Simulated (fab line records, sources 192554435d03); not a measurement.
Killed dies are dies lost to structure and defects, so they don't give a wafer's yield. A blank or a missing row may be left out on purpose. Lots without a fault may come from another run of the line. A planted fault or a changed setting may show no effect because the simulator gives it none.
Chamber matching | flow n5_finfet | N5_BEOL_M5_CO_CAP_78 on cvd_co-02: 3 sister chambers
The step material Co, precursor CCTBA/H2, target thk 2 nm, time 102.1 s. 6 wafers are shown with their chamber, then 12 later ones without.

WAFERS WITH THEIR CHAMBER
wafer  | chamber | heater_power_w (W)
L084.6 | 2       | 243
L085.5 | 0       | 220
L085.6 | 1       | 231
L090.1 | 1       | 231
L090.2 | 2       | 253
L090.3 | 0       | 213

WAFERS WITHOUT THEIR CHAMBER
wafer  | heater_power_w (W)
L092.4 | 258
L092.5 | 223
L092.6 | 235
L093.1 | 257
L093.4 | 234
L093.6 | 215
L094.1 | 231
L094.2 | 245
L094.3 | 218
L096.1 | 254
L096.3 | 234
L096.4 | 254

WHICH CHAMBER EACH WENT THROUGH
wafer  | from the rows above     | in truth
L092.4 | 2                       | 2
L092.5 | can't be placed: 0 or 1 | 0
L092.6 | can't be placed: 1 or 2 | 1
L093.1 | 2                       | 2
L093.4 | 1                       | 1
L093.6 | 0                       | 0
L094.1 | 1                       | 1
L094.2 | 2                       | 2
L094.3 | 0                       | 0
L096.1 | 2                       | 2
L096.3 | 1                       | 1
L096.4 | 2                       | 2
Placed correctly: 10 of 12. Can't be placed from these rows: 2 (the true chamber is among the candidates in 2). Placed wrongly: 0.
How it was worked out, from the rows above alone: a wafer's distance from a chamber is the root of the sum, over the readings, of the square of ((its reading less the chamber's mean) divided by the reading's scatter). The wafer belongs to the nearest chamber; if the next one is less than 2 further off, it can't be placed. A chamber's mean is the mean of its shown wafers. The scatter: the root of (the sum of the squares of (reading less its chamber's mean) over the shown wafers, divided by (wafers less chambers)).
